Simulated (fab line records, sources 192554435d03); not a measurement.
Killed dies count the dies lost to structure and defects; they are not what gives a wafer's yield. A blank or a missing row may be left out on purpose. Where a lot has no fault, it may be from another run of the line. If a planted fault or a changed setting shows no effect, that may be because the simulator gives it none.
Split-lot trial || flow n5-finfet || 7 lots, 21 wafers read, on a route of 1938 steps

ABOUT THE SPLIT
At N5_WELL_APT_EXPOSE_05 (exposes mask NWELL, defocus 0 nm, target cd 200 nm), the setting dose-mj was moved away from the recipe's 20.3 on 3 of the 21 wafers read, by -7.0% to -2.4%. All remaining wafers had this setting at the recipe value.

FROM THE SPLIT TO THE READING: what the file shows between them, 3 steps
- N5_WELL_APT_PEB_06: peb time 90 s
- N5_WELL_APT_DEVELOP_07: develop time 45 s
- N5_WELL_APT_HARDBAKE_12: time 120 s

THE READING
At N5_WELL_APT_CD_MEAS_08: cd-nm in nanometres, against a target cd of 200 nm. A value of 200.0 nm with a standard deviation of 1.4 nm is what fault-free wafers of this fab line usually give.

{"wafer": "L074.2", "tool, chamber at the split": "krf-scanner-02, 0", "dose-mj as run": 20.3, "against the recipe": "recipe", "cd-nm, nm": 200.9, "against lot-mates on the recipe": "-"}
{"wafer": "L074.3", "tool, chamber at the split": "krf-scanner-02, 0", "dose-mj as run": 20.3, "against the recipe": "recipe", "cd-nm, nm": 200.5, "against lot-mates on the recipe": "-"}
{"wafer": "L074.4", "tool, chamber at the split": "krf-scanner-02, 0", "dose-mj as run": 19.12, "against the recipe": "-5.8%", "cd-nm, nm": 190.1, "against lot-mates on the recipe": -10.6}
{"wafer": "L076.3", "tool, chamber at the split": "krf-scanner-02, 0", "dose-mj as run": 20.3, "against the recipe": "recipe", "cd-nm, nm": 200.2, "against lot-mates on the recipe": "-"}
{"wafer": "L076.4", "tool, chamber at the split": "krf-scanner-02, 0", "dose-mj as run": 20.3, "against the recipe": "recipe", "cd-nm, nm": 198.7, "against lot-mates on the recipe": "-"}
{"wafer": "L076.6", "tool, chamber at the split": "krf-scanner-02, 0", "dose-mj as run": 20.3, "against the recipe": "recipe", "cd-nm, nm": 199.8, "against lot-mates on the recipe": "-"}
{"wafer": "L080.3", "tool, chamber at the split": "krf-scanner-01, 0", "dose-mj as run": 18.88, "against the recipe": "-7.0%", "cd-nm, nm": 184.9, "against lot-mates on the recipe": -12.8}
{"wafer": "L080.4", "tool, chamber at the split": "krf-scanner-01, 0", "dose-mj as run": 20.3, "against the recipe": "recipe", "cd-nm, nm": 196.7, "against lot-mates on the recipe": "-"}
{"wafer": "L080.5", "tool, chamber at the split": "krf-scanner-01, 0", "dose-mj as run": 20.3, "against the recipe": "recipe", "cd-nm, nm": 198.7, "against lot-mates on the recipe": "-"}
{"wafer": "L085.3", "tool, chamber at the split": "krf-scanner-02, 0", "dose-mj as run": 20.3, "against the recipe": "recipe", "cd-nm, nm": 198.0, "against lot-mates on the recipe": "-"}
{"wafer": "L085.4", "tool, chamber at the split": "krf-scanner-02, 0", "dose-mj as run": 20.3, "against the recipe": "recipe", "cd-nm, nm": 199.3, "against lot-mates on the recipe": "-"}
{"wafer": "L085.5", "tool, chamber at the split": "krf-scanner-02, 0", "dose-mj as run": 20.3, "against the recipe": "recipe", "cd-nm, nm": 199.7, "against lot-mates on the recipe": "-"}
{"wafer": "L088.4", "tool, chamber at the split": "krf-scanner-02, 0", "dose-mj as run": 19.82, "against the recipe": "-2.4%", "cd-nm, nm": 198.8, "against lot-mates on the recipe": -2.2}
{"wafer": "L088.5", "tool, chamber at the split": "krf-scanner-02, 0", "dose-mj as run": 20.3, "against the recipe": "recipe", "cd-nm, nm": 200.3, "against lot-mates on the recipe": "-"}
{"wafer": "L088.6", "tool, chamber at the split": "krf-scanner-02, 0", "dose-mj as run": 20.3, "against the recipe": "recipe", "cd-nm, nm": 201.8, "against lot-mates on the recipe": "-"}
{"wafer": "L091.1", "tool, chamber at the split": "krf-scanner-02, 0", "dose-mj as run": 20.3, "against the recipe": "recipe", "cd-nm, nm": 198.5, "against lot-mates on the recipe": "-"}
{"wafer": "L091.2", "tool, chamber at the split": "krf-scanner-02, 0", "dose-mj as run": 20.3, "against the recipe": "recipe", "cd-nm, nm": 198.4, "against lot-mates on the recipe": "-"}
{"wafer": "L091.6", "tool, chamber at the split": "krf-scanner-02, 0", "dose-mj as run": 20.3, "against the recipe": "recipe", "cd-nm, nm": 198.6, "against lot-mates on the recipe": "-"}
{"wafer": "L093.2", "tool, chamber at the split": "krf-scanner-02, 0", "dose-mj as run": 20.3, "against the recipe": "recipe", "cd-nm, nm": 199.7, "against lot-mates on the recipe": "-"}
{"wafer": "L093.3", "tool, chamber at the split": "krf-scanner-02, 0", "dose-mj as run": 20.3, "against the recipe": "recipe", "cd-nm, nm": 199.1, "against lot-mates on the recipe": "-"}
{"wafer": "L093.5", "tool, chamber at the split": "krf-scanner-02, 0", "dose-mj as run": 20.3, "against the recipe": "recipe", "cd-nm, nm": 200.7, "against lot-mates on the recipe": "-"}

THE FIT
A straight line over all 21 wafers: cd-nm changes by +1.8 nm for each +1% of dose-mj; r = +0.92; the points scatter about the line by 1.5 nm.
The same after taking each lot's own level away (the mean of its wafers on the recipe; 21 wafers): +1.78 nm for each +1%; r = +0.98; scatter 0.77 nm.
The reading moves by 12 nm for the largest change in dose-mj, on that fit.
The lots' own levels span 197.70 to 201.05 nm, that is 2.4 times the standard deviation above.
Hence the lot-to-lot level has little effect on the slope; both slopes agree.
Check: for one of the wafers moved furthest among these (-7.0%), held out of the fit, the line's prediction against its lot-mates is -11.9 nm. It came out at -12.8 nm against them.

FURTHER SPLITS ON THESE WAFERS
Note: prior to the reading, these wafers also went through further splits. Each is held against what the fit with the lots' levels taken away leaves over:
{"other split on the same wafers": "N5_ZERO_LAYER_ETCH_18 icp-w", "wafers away from the commonest value": 7, "r with cd-nm (lot level and that fit taken away)": -0.36}

THE WHOLE CHAIN: every reading that the file lists as answering this split, in the file's order
{"step": "N5_WELL_APT_CD_MEAS_08", "what it does": "target cd 200 nm", "reading": "cd-nm", "change (the file's fit)": "+1.77 nm for each +1% of the setting", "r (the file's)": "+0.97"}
{"step": "N5_WELL_APT_DESCUM_13", "what it does": "chemistry O2, time 7.9 s", "reading": "WELL_APT.cd-nm (the simulator's own value, which no gauge read)", "change (the file's fit)": "+1.74 nm for each +1% of the setting", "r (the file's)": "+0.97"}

THE FILE'S OWN FIT
cd-nm changes by +1.77 nm for each +1% of dose-mj, r = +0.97.
